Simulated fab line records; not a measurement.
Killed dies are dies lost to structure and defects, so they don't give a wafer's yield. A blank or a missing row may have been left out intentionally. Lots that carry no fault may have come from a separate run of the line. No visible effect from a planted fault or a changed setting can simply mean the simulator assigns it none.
fab line records -- flow nandHarc
[record] lots = 24, wafers = 72, lastDay = 24
route steps=1159 shown P_M0@272 P_M1@295 P_M2@335
lots untouched by any fault: they come from a run of this same line in which no faults occurred
startH: start of the lot's first displayed wafer, in hours after the record's first day -- waitH: hours since the lot's step before -- " as in the row above -- L1.1+2: a row that stands for several wafers -- - no value, or no start was given -- * or withheld: withheld -- < > ~ a bound
route shown NAME@n: a module of which the file shows steps, and the number in the route of the first -- usual: average and standard deviation across the fault-free wafers -- same: alike in all rows -- chamber/n: place in a boat -- sites: readings site by site -- _std_site: standard deviation of those values -- _edge_site: the outer-site mean with the inner-site mean subtracted -- radiusMm: how far each site lies from the wafer's centre -- mask NAME#n: copy n -- behind: tool/chamber where the wafer was last shaped -- hold: reason for holding the lot/hours on hold/outcome of the hold -- device: which transistor (n, p or np) failed to switch -- end of line: tests of these same wafers at the route's end -- a step without rows: its recipe alone -- killed: at the first sort, the dies lost to defects and structure; wafer yield is something else -- map: a wafer's dies, marking killed ones x, the rest . and places with no die _
set.NAME: the setting the step ran with; set.NAME@STEP: the setting that earlier step ran with -- model.NAME: the simulator's own value behind a step, which no gauge read
route steps across a sampled set of lots; one table per step, one row per wafer
services: a tool's chamber out of use, with start hour (startH, from the record's first day; less than 0 if before it), hours out, and reason
[[steps]]
[step NHARC_P_M0_DEGAS_28]
[recipe] tempC = 250, timeS = 60
[usual] heaterPowerW = 328/37
lot.wafer,tool,chamber,startH,waitH,heaterPowerW
L074.2,pvdSputter-01,-,114.05,-,337
L074.3,pvdSputter-01,-,114.05,-,352
L074.1,pvdSputter-01,-,114.05,-,246
L075.2,pvdSputter-03,-,117.77,-,357
L075.1,pvdSputter-03,-,117.77,-,313
L075.4,pvdSputter-03,-,117.77,-,294
L076.3,pvdSputter-01,-,127.71,-,250
L076.1,pvdSputter-01,-,127.71,-,374
L076.6,pvdSputter-01,-,127.71,-,251
L077.3,pvdSputter-03,-,131.36,-,309
L077.4,pvdSputter-03,-,131.36,-,297
L077.6,pvdSputter-03,-,131.36,-,303
L079.4,pvdSputter-01,-,144.59,-,338
L079.2,pvdSputter-01,-,144.59,-,353
L079.6,pvdSputter-01,-,144.59,-,367
L078.3,pvdSputter-01,-,145.34,-,367
L078.2,pvdSputter-01,-,145.34,-,339
L078.6,pvdSputter-01,-,145.34,-,347
L080.4,pvdSputter-02,-,158.34,-,340
L080.1,pvdSputter-02,-,158.34,-,326
L080.6,pvdSputter-02,-,158.34,-,347
L081.1,pvdSputter-03,-,158.92,-,368
L081.4,pvdSputter-03,-,158.92,-,319
L081.5,pvdSputter-03,-,158.92,-,300
L084.3,pvdSputter-03,-,167.62,-,371
L084.1,pvdSputter-03,-,167.62,-,306
L084.6,pvdSputter-03,-,167.62,-,351
L083.3,pvdSputter-02,-,171.06,-,338
L083.1,pvdSputter-02,-,171.06,-,395
L083.6,pvdSputter-02,-,171.06,-,337
L082.4,pvdSputter-01,-,172.33,-,364
L082.1,pvdSputter-01,-,172.33,-,338
L082.5,pvdSputter-01,-,172.33,-,355
L087.4,pvdSputter-01,-,196.62,-,254
L087.5,pvdSputter-01,-,196.62,-,326
L087.6,pvdSputter-01,-,196.62,-,361
L088.2,pvdSputter-01,-,202.88,-,259
L088.1,pvdSputter-01,-,202.88,-,353
L088.5,pvdSputter-01,-,202.88,-,334
L085.3,pvdSputter-03,-,203.44,-,299
L085.1,pvdSputter-03,-,203.44,-,319
L085.4,pvdSputter-03,-,203.44,-,308
L086.1,pvdSputter-02,-,204.21,-,390
L086.2,pvdSputter-02,-,204.21,-,341
L086.3,pvdSputter-02,-,204.21,-,295
L089.3,pvdSputter-01,-,206.99,-,338
L089.2,pvdSputter-01,-,206.99,-,258
L089.6,pvdSputter-01,-,206.99,-,325
L090.1,pvdSputter-01,-,213.76,-,333
L090.2,pvdSputter-01,-,213.76,-,353
L090.5,pvdSputter-01,-,213.76,-,339
L092.1,pvdSputter-03,-,215.79,-,303
L092.3,pvdSputter-03,-,215.79,-,292
L092.2,pvdSputter-03,-,215.79,-,365
L091.4,pvdSputter-01,-,216.62,-,354
L091.2,pvdSputter-01,-,216.62,-,247
L091.6,pvdSputter-01,-,216.62,-,323
L093.2,pvdSputter-01,-,228.21,-,350
L093.6,pvdSputter-01,-,228.21,-,357
L093.5,pvdSputter-01,-,228.21,-,353
L094.4,pvdSputter-03,-,234.30,-,301
L094.6,pvdSputter-03,-,234.30,-,285
L094.5,pvdSputter-03,-,234.30,-,368
L096.4,pvdSputter-02,-,243.06,-,396
L096.5,pvdSputter-02,-,243.06,-,294
L096.6,pvdSputter-02,-,243.06,-,355
L095.2,pvdSputter-03,-,244.02,-,318
L095.1,pvdSputter-03,-,244.02,-,305
L095.5,pvdSputter-03,-,244.02,-,310
L097.4,pvdSputter-01,-,247.70,-,331
L097.1,pvdSputter-01,-,247.70,-,259
L097.6,pvdSputter-01,-,247.70,-,351
[step NHARC_P_M0_DEP_32]
[recipe] targetThkA = 300, tempC = 370, targetThkNm = 30, pressureTorr = 3, flowSccm = 200, rfW = 450, material = SiCN
[usual] heaterPowerW = 571/45
lot.wafer,tool,chamber,startH,waitH,heaterPowerW
L074.1,pecvd-01,0,116.17,0.1,507
L074.2,pecvd-01,1,116.17,0.1,554
L074.3,pecvd-01,2,116.17,0.1,631
L075.1,pecvd-01,2,119.63,0.1,638
L075.2,pecvd-01,1,119.63,0.1,587
L075.4,pecvd-01,1,119.63,0.1,578
L076.3,pecvd-03,1,129.44,0.1,605
L076.1,pecvd-03,2,129.44,0.1,537
L076.6,pecvd-03,2,129.44,0.1,549
L077.3,pecvd-01,1,133.17,0.1,621
L077.6,pecvd-01,2,133.17,0.1,647
L077.4,pecvd-01,0,133.17,0.1,503
L079.2,pecvd-04,1,146.48,0.1,503
L079.4,pecvd-04,2,146.48,0.1,534
L079.6,pecvd-04,1,146.48,0.1,510
L078.2,pecvd-01,1,147.08,0.1,575
L078.3,pecvd-01,2,147.08,0.1,646
L078.6,pecvd-01,2,147.08,0.1,671
L080.1,pecvd-03,0,160.10,0.1,538
L080.4,pecvd-03,0,160.10,0.1,536
L080.6,pecvd-03,1,160.10,0.1,581
L081.1,pecvd-01,0,160.87,0.1,486
L081.4,pecvd-01,1,160.87,0.1,616
L081.5,pecvd-01,2,160.87,0.1,637
L084.3,pecvd-01,1,169.41,0.1,611
L084.1,pecvd-01,2,169.41,0.1,649
L084.6,pecvd-01,0,169.41,0.1,586
L083.1,pecvd-03,2,173.06,0.1,583
L083.3,pecvd-03,1,173.06,0.1,572
L083.6,pecvd-03,2,173.06,0.1,590
L082.1,pecvd-03,1,174.27,0.1,587
L082.5,pecvd-03,0,174.27,0.1,507
L082.4,pecvd-03,1,174.27,0.1,593
L087.4,pecvd-01,2,198.44,0.2,617
L087.5,pecvd-01,0,198.44,0.2,531
L087.6,pecvd-01,1,198.44,0.2,594
L088.1,pecvd-03,2,204.63,0.1,518
L088.2,pecvd-03,1,204.63,0.1,577
L088.5,pecvd-03,2,204.63,0.1,530
L085.3,pecvd-03,2,205.38,0.1,590
L085.1,pecvd-03,1,205.38,0.1,519
L085.4,pecvd-03,1,205.38,0.1,517
L086.1,pecvd-03,2,205.95,0.1,582
L086.3,pecvd-03,0,205.95,0.1,550
L086.2,pecvd-03,1,205.95,0.1,547
L089.3,pecvd-03,0,208.76,0.1,557
L089.2,pecvd-03,2,208.76,0.1,585
L089.6,pecvd-03,1,208.76,0.1,611
L090.2,pecvd-01,1,215.46,0.1,543
L090.1,pecvd-01,0,215.46,0.1,536
L090.5,pecvd-01,0,215.46,0.1,528
L092.3,pecvd-01,2,217.55,0.1,623
L092.1,pecvd-01,0,217.55,0.1,554
L092.2,pecvd-01,1,217.55,0.1,528
L091.2,pecvd-01,1,218.37,0.1,519
L091.4,pecvd-01,0,218.37,0.1,581
L091.6,pecvd-01,1,218.37,0.1,521
L093.2,pecvd-01,1,230.41,0.1,599
L093.5,pecvd-01,0,230.41,0.1,577
L093.6,pecvd-01,1,230.41,0.1,583
L094.6,pecvd-04,1,236.23,0.2,573
L094.5,pecvd-04,2,236.23,0.2,616
L094.4,pecvd-04,0,236.23,0.2,510
L096.5,pecvd-04,2,244.90,0.2,565
L096.4,pecvd-04,0,244.90,0.2,500
L096.6,pecvd-04,1,244.90,0.2,561
L095.2,pecvd-03,1,245.77,0.1,573
L095.1,pecvd-03,2,245.77,0.1,635
L095.5,pecvd-03,2,245.77,0.1,623
L097.1,pecvd-03,1,249.46,0.1,592
L097.4,pecvd-03,0,249.46,0.1,535
L097.6,pecvd-03,1,249.46,0.1,586
[step NHARC_P_M1_CD_MEAS_09]
[recipe] targetCdNm = 130, landingEnergyEv = 500
[usual] cdNm = 130.8/0.7
[same] landingEnergyEv = 500
lot.wafer,tool,chamber,startH,waitH,cdNm
L074.1,cdSem-02,0,117.44,-,131.0
L074.2,cdSem-02,0,117.44,-,131.7
L074.3,cdSem-02,0,117.44,-,131.6
L075.1,cdSem-03,0,121.24,-,131.4
L075.2,cdSem-03,0,121.24,-,131.2
L075.4,cdSem-03,0,121.24,-,129.4
L076.1,cdSem-02,0,130.63,-,131.4
L076.3,cdSem-02,0,130.63,-,130.6
L076.6,cdSem-02,0,130.63,-,131.0
L077.3,cdSem-02,0,134.29,-,130.9
L077.4,cdSem-02,0,134.29,-,131.6
L077.6,cdSem-02,0,134.29,-,131.3
L079.2,cdSem-03,0,147.49,-,131.7
L079.4,cdSem-03,0,147.49,-,131.9
L079.6,cdSem-03,0,147.49,-,131.2
L078.2,cdSem-02,0,148.29,-,131.3
L078.3,cdSem-02,0,148.29,-,132.6
L078.6,cdSem-02,0,148.29,-,131.7
L080.1,cdSem-03,0,161.35,-,130.1
L080.4,cdSem-03,0,161.35,-,130.7
L080.6,cdSem-03,0,161.35,-,129.6
L081.1,cdSem-02,0,161.99,-,129.2
L081.4,cdSem-02,0,161.99,-,131.0
L081.5,cdSem-02,0,161.99,-,130.8
L084.1,cdSem-03,0,170.54,-,130.5
L084.3,cdSem-03,0,170.54,-,130.8
L084.6,cdSem-03,0,170.54,-,130.2
L083.1,cdSem-02,0,174.31,-,130.7
L083.3,cdSem-02,0,174.31,-,130.6
L083.6,cdSem-02,0,174.31,-,130.5
L082.1,cdSem-03,0,175.43,-,129.7
L082.4,cdSem-03,0,175.43,-,130.4
L082.5,cdSem-03,0,175.43,-,129.2
L087.4,cdSem-03,0,199.55,-,129.8
L087.5,cdSem-03,0,199.55,-,130.3
L087.6,cdSem-03,0,199.55,-,130.7
L088.1,cdSem-03,0,205.73,-,131.1
L088.2,cdSem-03,0,205.73,-,131.0
L088.5,cdSem-03,0,205.73,-,131.7
L085.1,cdSem-02,0,206.62,-,131.5
L085.3,cdSem-02,0,206.62,-,131.1
L085.4,cdSem-02,0,206.62,-,130.9
L086.1,cdSem-03,0,207.32,-,131.2
L086.2,cdSem-03,0,207.32,-,130.7
L086.3,cdSem-03,0,207.32,-,130.5
L089.2,cdSem-02,0,210.05,-,130.6
L089.3,cdSem-02,0,210.05,-,130.2
L089.6,cdSem-02,0,210.05,-,130.5
L090.1,cdSem-02,0,216.56,-,131.1
L090.2,cdSem-02,0,216.56,-,131.0
L090.5,cdSem-02,0,216.56,-,130.5
L092.1,cdSem-03,0,218.70,-,132.3
L092.2,cdSem-03,0,218.70,-,131.7
L092.3,cdSem-03,0,218.70,-,132.8
L091.2,cdSem-03,0,219.58,-,130.4
L091.4,cdSem-03,0,219.58,-,130.2
L091.6,cdSem-03,0,219.58,-,130.3
L093.2,cdSem-02,0,231.45,-,131.3
L093.5,cdSem-02,0,231.45,-,129.8
L093.6,cdSem-02,0,231.45,-,130.6
L094.4,cdSem-03,0,237.24,-,131.5
L094.5,cdSem-03,0,237.24,-,131.0
L094.6,cdSem-03,0,237.24,-,131.5
L096.4,cdSem-02,0,246.01,-,130.9
L096.5,cdSem-02,0,246.01,-,130.2
L096.6,cdSem-02,0,246.01,-,131.0
L095.1,cdSem-02,0,246.83,-,131.2
L095.2,cdSem-02,0,246.83,-,131.7
L095.5,cdSem-02,0,246.83,-,129.9
L097.1,cdSem-02,0,250.64,-,131.4
L097.4,cdSem-02,0,250.64,-,130.6
L097.6,cdSem-02,0,250.64,-,130.8
[step NHARC_P_M2_STRIP_18]
[recipe] powerW = 1000, n2FlowSccm = 150, h2FlowSccm = 150, arFlowSccm = 0, biasW = 0, chemistry = N2/H2
[usual] drypumpMotorCurrentA = 5.68/0.3, oesProductAu = 1.003/0.015, rfVppV = 90.7/0.94, showerheadPlenumPTorr = 2.05/0.092, throttleValvePct = 14.172/0.0091
lot.wafer,tool,chamber,startH,waitH,drypumpMotorCurrentA,oesProductAu,rfHoursCounterH,rfVppV,showerheadPlenumPTorr,throttleValvePct
L074.2,rieDiel-07,1,122.50,0.1,5.53,1.001,2,91.4,2.04,14.157
L074.3,rieDiel-07,2,122.50,0.1,5.99,0.991,2,89.1,2.17,14.158
L074.1,rieDiel-07,3,122.50,0.1,5.48,0.978,2,89.9,1.98,14.183
L075.4,rieDiel-07,2,125.86,0.1,6.01,0.980,2,90.9,2.17,14.181
L075.2,rieDiel-07,3,125.86,0.1,5.50,0.979,2,88.4,1.98,14.168
L075.1,rieDiel-07,0,125.86,0.1,5.85,1.001,2,90.3,2.10,14.168
L076.1,rieDiel-10,0,135.40,0.1,5.68,1.023,27,89.7,2.02,14.149
L076.3,rieDiel-10,2,135.40,0.1,6.07,1.003,26,91.6,2.18,14.175
L076.6,rieDiel-10,0,135.40,0.1,5.69,1.015,-,89.0,2.02,14.161
L077.3,rieDiel-07,3,139.02,0.1,5.41,0.978,3,90.2,1.98,14.164
L077.4,rieDiel-07,2,139.02,0.1,5.98,1.003,3,88.7,2.17,14.175
L077.6,rieDiel-07,0,139.02,0.1,5.88,1.003,-,91.4,2.10,14.181
L079.4,rieDiel-07,2,152.28,0.1,6.02,1.000,3,90.5,2.17,14.179
L079.2,rieDiel-07,3,152.28,0.1,5.42,1.007,3,89.8,1.98,14.167
L079.6,rieDiel-07,2,152.28,0.1,6.02,1.003,-,91.5,2.17,14.158
L078.3,rieDiel-07,0,153.25,0.1,5.91,1.019,3,91.2,2.10,14.173
L078.2,rieDiel-07,1,153.25,0.1,5.50,1.016,3,91.1,2.04,14.191
L078.6,rieDiel-07,1,153.25,0.1,5.51,1.007,-,91.1,2.04,14.178
L080.1,rieDiel-07,0,166.16,0.1,5.89,1.009,4,91.6,2.10,14.165
L080.6,rieDiel-07,3,166.16,0.1,5.42,0.984,-,90.2,1.98,14.161
L080.4,rieDiel-07,0,166.16,0.1,5.89,1.015,-,90.8,2.10,14.164
L081.1,rieDiel-07,0,166.75,0.1,5.87,1.004,4,92.2,2.10,14.163
L081.5,rieDiel-07,0,166.75,0.1,5.87,1.013,-,90.5,2.10,14.175
L081.4,rieDiel-07,2,166.75,0.1,5.98,1.003,-,90.8,2.17,14.179
L084.1,rieDiel-10,2,175.23,0.1,6.03,1.015,34,91.8,2.17,14.152
L084.3,rieDiel-10,3,175.23,0.1,5.19,1.009,28,91.2,2.00,14.171
L084.6,rieDiel-10,0,175.23,0.1,5.75,1.028,-,91.1,2.02,14.173
L083.3,rieDiel-07,0,179.05,0.1,5.87,1.019,4,92.2,2.10,14.170
L083.1,rieDiel-07,1,179.05,0.1,5.53,1.003,4,91.7,2.04,14.167
L083.6,rieDiel-07,2,179.05,0.1,6.00,1.006,-,91.7,2.17,14.159
L082.1,rieDiel-07,0,180.22,0.1,5.88,1.021,4,89.8,2.10,14.171
L082.4,rieDiel-07,1,180.22,0.1,5.54,1.005,4,91.1,2.04,14.168
L082.5,rieDiel-07,3,180.22,0.1,5.37,0.987,-,90.8,1.98,14.169
L087.5,rieDiel-07,2,204.59,0.2,6.02,0.996,-,91.0,2.17,14.175
L087.6,rieDiel-07,3,204.59,0.2,5.41,0.978,-,90.9,1.98,14.160
L087.4,rieDiel-07,0,204.59,0.2,5.86,0.993,-,91.4,2.10,14.168
L088.1,rieDiel-07,3,210.39,0.1,5.43,0.972,5,90.8,1.98,14.169
L088.2,rieDiel-07,2,210.39,0.1,6.02,1.017,5,90.5,2.16,14.176
L088.5,rieDiel-07,3,210.39,0.1,5.43,0.979,-,89.1,1.98,14.185
L085.4,rieDiel-10,0,211.36,0.1,5.73,1.010,7,91.8,2.02,14.169
L085.3,rieDiel-10,1,211.36,0.1,5.31,1.026,6,89.8,1.89,14.160
L085.1,rieDiel-10,2,211.36,0.1,6.06,0.989,7,91.8,2.17,14.173
L086.1,rieDiel-07,3,212.31,0.1,5.42,0.979,6,90.8,1.98,14.174
L086.3,rieDiel-07,0,212.31,0.1,5.88,1.015,5,90.4,2.10,14.185
L086.2,rieDiel-07,2,212.31,0.1,5.99,1.005,6,93.1,2.17,14.183
L089.2,rieDiel-10,3,214.81,0.1,5.22,1.012,8,88.8,2.00,14.180
L089.3,rieDiel-10,0,214.81,0.1,5.74,0.999,7,91.0,2.02,14.190
L089.6,rieDiel-10,1,214.81,0.1,5.28,1.023,-,90.8,1.89,14.177
L090.2,rieDiel-10,2,221.80,0.1,6.08,0.990,8,92.6,2.17,14.173
L090.1,rieDiel-10,3,221.80,0.1,5.22,1.029,8,89.8,2.00,14.161
L090.5,rieDiel-10,1,221.80,0.1,5.33,1.014,-,89.7,1.89,14.164
L092.3,rieDiel-07,2,223.37,0.1,5.98,0.994,6,89.4,2.16,14.170
L092.2,rieDiel-07,3,223.37,0.1,5.40,0.974,6,90.7,1.98,14.174
L092.1,rieDiel-07,0,223.37,0.1,5.84,1.004,6,90.5,2.10,14.173
L091.2,rieDiel-07,0,224.36,0.1,5.84,0.999,6,91.1,2.10,14.166
L091.4,rieDiel-07,1,224.36,0.1,5.52,0.986,5,90.6,2.04,14.185
L091.6,rieDiel-07,0,224.36,0.1,5.87,1.012,-,89.3,2.10,14.167
L093.2,rieDiel-10,3,236.23,0.1,5.21,1.029,12,89.6,2.00,14.182
L093.5,rieDiel-10,3,236.23,0.1,5.21,1.027,-,89.9,2.00,14.192
L093.6,rieDiel-10,0,236.23,0.1,5.76,1.014,-,91.2,2.02,14.165
L094.4,rieDiel-10,1,241.99,0.1,5.31,1.014,12,90.1,1.89,14.169
L094.6,rieDiel-10,0,241.99,0.1,5.74,1.006,-,90.8,2.02,14.176
L094.5,rieDiel-10,1,241.99,0.1,5.29,1.014,-,91.3,1.89,14.183
L096.4,rieDiel-11,1,250.74,0.1,5.44,0.981,19,89.4,1.91,14.171
L096.6,rieDiel-11,1,250.74,0.1,5.46,0.987,-,90.2,1.91,14.183
L096.5,rieDiel-11,2,250.74,0.1,6.07,1.012,-,91.2,1.91,14.164
L095.1,rieDiel-10,3,251.58,0.1,5.21,1.020,14,91.2,2.00,14.172
L095.2,rieDiel-10,0,251.58,0.1,5.72,1.003,14,91.0,2.02,14.179
L095.5,rieDiel-10,3,251.58,0.1,5.21,1.024,-,89.9,2.00,14.184
L097.4,rieDiel-07,2,255.55,0.1,6.01,1.011,1,91.3,2.16,14.163
L097.1,rieDiel-07,3,255.55,0.1,5.41,0.993,1,90.8,1.98,14.186
L097.6,rieDiel-07,1,255.55,0.1,5.55,0.982,-,90.6,2.04,14.187
[step NHARC_P_M2_ETCH_28]
[recipe] targetDepthA = 300, overEtchFrac = 0.3, timeS = 72.99, ionEnergyEv = 150, cf4FlowSccm = 50, n2FlowSccm = 100, arFlowSccm = 150, rfW = 300, biasW = 100, chemistry = CF4/N2
[usual] drypumpMotorCurrentA = 5.7/0.32, oesProductAu = 1.003/0.014, rfVppV = 314.5/2, showerheadPlenumPTorr = 2.65/0.11, throttleValvePct = 19.794/0.0093
lot.wafer,tool,chamber,startH,waitH,drypumpMotorCurrentA,oesProductAu,rfHoursCounterH,rfVppV,showerheadPlenumPTorr,throttleValvePct
L074.2,rieDiel-07,2,-,-,6.0,0.993,2,316.8,2.78,19.798
L074.3,rieDiel-07,3,-,-,5.4,0.986,2,313.4,2.55,19.799
L074.1,rieDiel-07,0,-,-,5.9,0.998,2,315.0,2.70,19.794
L075.2,rieDiel-07,2,-,-,6.0,0.988,2,316.4,2.78,19.807
L075.1,rieDiel-07,3,-,-,5.4,0.982,2,312.8,2.55,19.798
L075.4,rieDiel-07,0,-,-,5.9,0.987,2,316.3,2.70,19.795
L076.3,rieDiel-10,2,-,-,6.1,1.010,26,316.4,2.79,19.799
L076.1,rieDiel-10,0,-,-,5.7,1.024,27,313.4,2.61,19.788
L076.6,rieDiel-10,2,-,-,6.0,1.000,-,316.8,2.79,19.784
L077.3,rieDiel-07,2,-,-,6.0,0.995,3,316.4,2.78,19.788
L077.4,rieDiel-07,3,-,-,5.4,0.985,3,312.6,2.55,19.772
L077.6,rieDiel-07,1,-,-,5.5,0.992,-,314.9,2.63,19.784
L079.2,rieDiel-07,2,-,-,6.0,0.994,3,314.6,2.78,19.792
L079.4,rieDiel-07,3,-,-,5.4,0.998,3,311.8,2.55,19.788
L079.6,rieDiel-07,2,-,-,6.0,1.000,-,316.4,2.78,19.796
L078.2,rieDiel-07,3,-,-,5.4,0.990,3,311.9,2.55,19.792
L078.3,rieDiel-07,0,-,-,5.9,1.008,3,315.7,2.70,19.783
L078.6,rieDiel-07,2,-,-,6.0,0.999,-,316.1,2.78,19.798
L080.1,rieDiel-07,2,-,-,6.0,0.998,4,316.3,2.78,19.800
L080.6,rieDiel-07,0,-,-,5.9,1.003,-,315.0,2.70,19.796
L080.4,rieDiel-07,3,-,-,5.4,0.990,-,313.2,2.55,19.802
L081.1,rieDiel-07,2,-,-,6.0,0.996,4,315.6,2.77,19.794
L081.5,rieDiel-07,2,-,-,6.0,1.004,-,316.8,2.78,19.784
L081.4,rieDiel-07,3,-,-,5.4,0.988,-,312.4,2.55,19.814
L084.3,rieDiel-10,3,-,-,5.2,1.000,28,312.7,2.58,19.806
L084.1,rieDiel-10,0,-,-,5.7,1.006,37,314.1,2.60,19.795
L084.6,rieDiel-10,2,-,-,6.1,1.000,-,317.3,2.78,19.791
L083.1,rieDiel-07,1,-,-,5.5,1.005,4,314.4,2.63,19.786
L083.3,rieDiel-07,2,-,-,6.0,1.001,4,317.1,2.77,19.795
L083.6,rieDiel-07,2,-,-,6.0,0.997,-,315.5,2.78,19.789
L082.1,rieDiel-07,2,-,-,6.0,1.006,4,316.4,2.77,19.799
L082.4,rieDiel-07,0,-,-,5.9,1.034,4,315.5,2.70,19.803
L082.5,rieDiel-07,2,-,-,6.0,1.007,-,316.9,2.78,19.812
L087.5,rieDiel-07,3,-,-,5.4,0.980,-,312.4,2.55,19.790
L087.6,rieDiel-07,0,-,-,5.9,1.010,-,315.4,2.70,19.802
L087.4,rieDiel-07,2,-,-,6.0,1.000,-,317.1,2.77,19.803
L088.1,rieDiel-07,0,-,-,5.9,1.012,5,314.9,2.70,19.787
L088.2,rieDiel-07,2,-,-,6.0,0.999,5,316.6,2.77,19.793
L088.5,rieDiel-07,3,-,-,5.4,0.978,-,311.9,2.55,19.783
L085.3,rieDiel-10,0,-,-,5.8,1.011,7,313.6,2.60,19.796
L085.4,rieDiel-10,1,-,-,5.3,1.028,6,310.0,2.45,19.772
L085.1,rieDiel-10,2,-,-,6.1,1.008,7,316.1,2.78,19.790
L086.1,rieDiel-07,3,-,-,5.5,0.979,6,312.1,2.55,19.797
L086.2,rieDiel-07,0,-,-,5.9,1.010,5,315.1,2.70,19.807
L086.3,rieDiel-07,2,-,-,6.0,1.004,6,316.6,2.77,19.805
L089.3,rieDiel-10,3,-,-,5.2,1.016,8,314.2,2.58,19.799
L089.2,rieDiel-10,1,-,-,5.3,1.031,7,311.0,2.45,19.794
L089.6,rieDiel-10,2,-,-,6.1,0.993,-,317.1,2.78,19.790
L090.1,rieDiel-10,0,-,-,5.7,0.990,8,312.8,2.60,19.784
L090.2,rieDiel-10,1,-,-,5.3,1.021,7,311.3,2.45,19.808
L090.5,rieDiel-10,1,-,-,5.3,1.025,-,310.3,2.45,19.806
L092.3,rieDiel-07,3,-,-,5.4,0.970,6,312.0,2.55,19.782
L092.2,rieDiel-07,0,-,-,5.9,1.017,6,315.1,2.70,19.789
L092.1,rieDiel-07,1,-,-,5.5,0.992,5,315.2,2.63,19.797
L091.4,rieDiel-07,3,-,-,5.4,0.974,6,312.4,2.55,19.790
L091.2,rieDiel-07,0,-,-,5.9,1.011,6,314.2,2.70,19.787
L091.6,rieDiel-07,1,-,-,5.5,0.990,-,315.9,2.63,19.799
L093.2,rieDiel-10,2,-,-,6.0,0.995,9,316.3,2.78,19.805
L093.6,rieDiel-10,2,-,-,6.1,1.011,-,317.1,2.78,19.791
L093.5,rieDiel-10,3,-,-,5.2,1.028,-,313.7,2.57,19.779
L094.4,rieDiel-10,0,-,-,5.7,1.003,12,312.1,2.60,19.802
L094.6,rieDiel-10,3,-,-,5.2,1.024,-,315.6,2.57,19.790
L094.5,rieDiel-10,0,-,-,5.7,1.018,-,313.9,2.60,19.800
L096.4,rieDiel-11,3,-,-,5.3,0.972,20,313.4,2.49,19.779
L096.6,rieDiel-11,0,-,-,6.8,1.001,-,317.7,2.83,19.789
L096.5,rieDiel-11,1,-,-,5.5,0.992,-,312.0,2.47,19.795
L095.1,rieDiel-10,0,-,-,5.7,1.011,14,314.2,2.60,19.804
L095.2,rieDiel-10,1,-,-,5.3,1.017,14,310.0,2.45,19.785
L095.5,rieDiel-10,3,-,-,5.2,1.025,-,313.6,2.57,19.789
L097.1,rieDiel-07,3,-,-,5.4,1.004,1,313.5,2.55,19.798
L097.4,rieDiel-07,0,-,-,5.9,1.004,1,316.4,2.70,19.812
L097.6,rieDiel-07,2,-,-,6.0,1.018,-,314.7,2.77,19.792
[step NHARC_P_M2_PRE_CLEAN_30]
[recipe] timeS = 30, tempC = 280, gas = H2/He
[usual] heaterPowerW = 402/47
lot.wafer,tool,chamber,startH,waitH,heaterPowerW
L074.3,pvdSputter-02,-,-,-,354
L074.2,pvdSputter-02,-,-,-,421
L074.1,pvdSputter-02,-,-,-,408
L075.1,pvdSputter-01,-,-,-,438
L075.4,pvdSputter-01,-,-,-,309
L075.2,pvdSputter-01,-,-,-,459
L076.1,pvdSputter-02,-,-,-,422
L076.3,pvdSputter-02,-,-,-,359
L076.6,pvdSputter-02,-,-,-,399
L077.4,pvdSputter-03,-,-,-,362
L077.3,pvdSputter-03,-,-,-,377
L077.6,pvdSputter-03,-,-,-,355
L079.2,pvdSputter-02,-,-,-,426
L079.4,pvdSputter-02,-,-,-,360
L079.6,pvdSputter-02,-,-,-,484
L078.3,pvdSputter-01,-,-,-,414
L078.2,pvdSputter-01,-,-,-,301
L078.6,pvdSputter-01,-,-,-,416
L080.4,pvdSputter-03,-,-,-,379
L080.1,pvdSputter-03,-,-,-,461
L080.6,pvdSputter-03,-,-,-,379
L081.1,pvdSputter-02,-,-,-,488
L081.4,pvdSputter-02,-,-,-,359
L081.5,pvdSputter-02,-,-,-,420
L084.1,pvdSputter-01,-,-,-,443
L084.3,pvdSputter-01,-,-,-,440
L084.6,pvdSputter-01,-,-,-,320
L083.3,pvdSputter-02,-,-,-,485
L083.1,pvdSputter-02,-,-,-,425
L083.6,pvdSputter-02,-,-,-,469
L082.1,pvdSputter-03,-,-,-,387
L082.4,pvdSputter-03,-,-,-,366
L082.5,pvdSputter-03,-,-,-,372
L087.4,pvdSputter-01,-,-,-,411
L087.6,pvdSputter-01,-,-,-,308
L087.5,pvdSputter-01,-,-,-,404
L088.2,pvdSputter-02,-,-,-,346
L088.1,pvdSputter-02,-,-,-,497
L088.5,pvdSputter-02,-,-,-,352
L085.1,pvdSputter-01,-,-,-,313
L085.4,pvdSputter-01,-,-,-,402
L085.3,pvdSputter-01,-,-,-,441
L086.3,pvdSputter-02,-,-,-,419
L086.2,pvdSputter-02,-,-,-,489
L086.1,pvdSputter-02,-,-,-,416
L089.3,pvdSputter-01,-,-,-,409
L089.2,pvdSputter-01,-,-,-,428
L089.6,pvdSputter-01,-,-,-,414
L090.2,pvdSputter-03,-,-,-,362
L090.1,pvdSputter-03,-,-,-,382
L090.5,pvdSputter-03,-,-,-,362
L092.3,pvdSputter-01,-,-,-,438
L092.2,pvdSputter-01,-,-,-,437
L092.1,pvdSputter-01,-,-,-,312
L091.2,pvdSputter-03,-,-,-,438
L091.4,pvdSputter-03,-,-,-,351
L091.6,pvdSputter-03,-,-,-,391
L093.2,pvdSputter-01,-,-,-,431
L093.6,pvdSputter-01,-,-,-,445
L093.5,pvdSputter-01,-,-,-,435
L094.4,pvdSputter-03,-,-,-,439
L094.6,pvdSputter-03,-,-,-,378
L094.5,pvdSputter-03,-,-,-,363
L096.4,pvdSputter-02,-,-,-,358
L096.5,pvdSputter-02,-,-,-,352
L096.6,pvdSputter-02,-,-,-,433
L095.2,pvdSputter-03,-,-,-,374
L095.1,pvdSputter-03,-,-,-,455
L095.5,pvdSputter-03,-,-,-,361
L097.1,pvdSputter-03,-,-,-,374
L097.4,pvdSputter-03,-,-,-,365
L097.6,pvdSputter-03,-,-,-,387
[[services]]
tool,chamber,startH,hours,kind
rieDiel-07,-,93.95,0.2,repair
pecvd-04,-,94.79,1.2,repair
rieDiel-10,0,94.85,4.2,repair
pecvd-01,1,97.85,10.5,repair
pvdSputter-03,-,102.00,10.0,pm
pecvd-03,-,111.35,13.0,pm
rieDiel-10,-,117.58,0.2,repair
rieDiel-10,3,127.17,16.4,repair
pvdSputter-03,-,134.27,2.5,repair
pvdSputter-01,-,147.75,1.7,repair
pecvd-03,-,149.67,1.2,repair
pvdSputter-01,-,158.00,10.0,pm
rieDiel-07,1,163.69,6.3,repair
rieDiel-10,2,163.75,5.6,repair
rieDiel-10,1,164.87,9.6,repair
pvdSputter-03,-,170.77,1.7,repair
rieDiel-10,-,176.50,9.0,pm
pecvd-04,-,195.19,13.0,pm
rieDiel-07,1,199.37,6.0,repair
rieDiel-07,1,209.92,8.6,repair
pvdSputter-02,-,214.00,10.0,pm
rieDiel-10,2,225.95,9.4,repair
rieDiel-07,-,228.20,9.0,pm
pecvd-01,-,237.00,13.0,pm
[[key]]
fault none
